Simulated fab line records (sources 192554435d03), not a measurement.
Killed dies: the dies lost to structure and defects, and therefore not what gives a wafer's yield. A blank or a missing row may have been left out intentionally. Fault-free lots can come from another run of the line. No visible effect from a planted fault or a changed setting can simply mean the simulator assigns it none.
Matching of chambers + flow n5-finfet + N5_BEOL_M6_DESCUM_33 on rie-diel-05: 4 sister chambers
The step chemistry O2, time 7 s. 4 wafers are shown with their chamber, then 12 later ones without.

## WAFERS, EACH WITH ITS CHAMBER
| wafer  | chamber | drypump-motor-current-A (A) |
|--------|---------|-----------------------------|
| L083.6 | 3       | 5.7                         |
| L086.1 | 1       | 5.7                         |
| L086.3 | 2       | 5.1                         |
| L086.4 | 0       | 6.6                         |

## WAFERS WHOSE CHAMBER IS MISSING
| wafer  | drypump-motor-current-A (A) |
|--------|-----------------------------|
| L084.1 | 6.6                         |
| L084.5 | 5.7                         |
| L084.6 | 5.8                         |
| L088.2 | 6.6                         |
| L088.3 | 5.7                         |
| L088.5 | 5.8                         |
| L087.2 | 5.7                         |
| L087.3 | 6.6                         |
| L087.5 | 6.6                         |
| L089.1 | 5.7                         |
| L089.2 | 6.6                         |
| L089.3 | 5.7                         |

## THE CHAMBER EACH PASSED THROUGH
| wafer  | from the rows above     | in truth |
|--------|-------------------------|----------|
| L084.1 | 0                       | 0        |
| L084.5 | can't be placed: 1 or 3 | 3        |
| L084.6 | can't be placed: 1 or 3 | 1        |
| L088.2 | 0                       | 0        |
| L088.3 | can't be placed: 1 or 3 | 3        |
| L088.5 | can't be placed: 1 or 3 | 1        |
| L087.2 | can't be placed: 1 or 3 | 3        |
| L087.3 | 0                       | 0        |
| L087.5 | 0                       | 0        |
| L089.1 | can't be placed: 1 or 3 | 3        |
| L089.2 | 0                       | 0        |
| L089.3 | can't be placed: 1 or 3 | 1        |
Correct placement for 5 of the 12. These rows do not allow placing 7 (true chamber among the candidates in 7). Number placed wrongly: 0.
How it was worked out, from the rows above alone: a wafer's distance from a chamber is the root of the sum, over the readings, of the square of ((its reading less the chamber's mean) divided by the reading's scatter). The wafer belongs to the nearest chamber; if the next one is less than 2 further off, it can't be placed. The mean given for a chamber averages the wafers shown for that chamber. The scatter: root of mean squared gap, hidden wafer to nearest shown wafer, with one shown wafer a chamber.
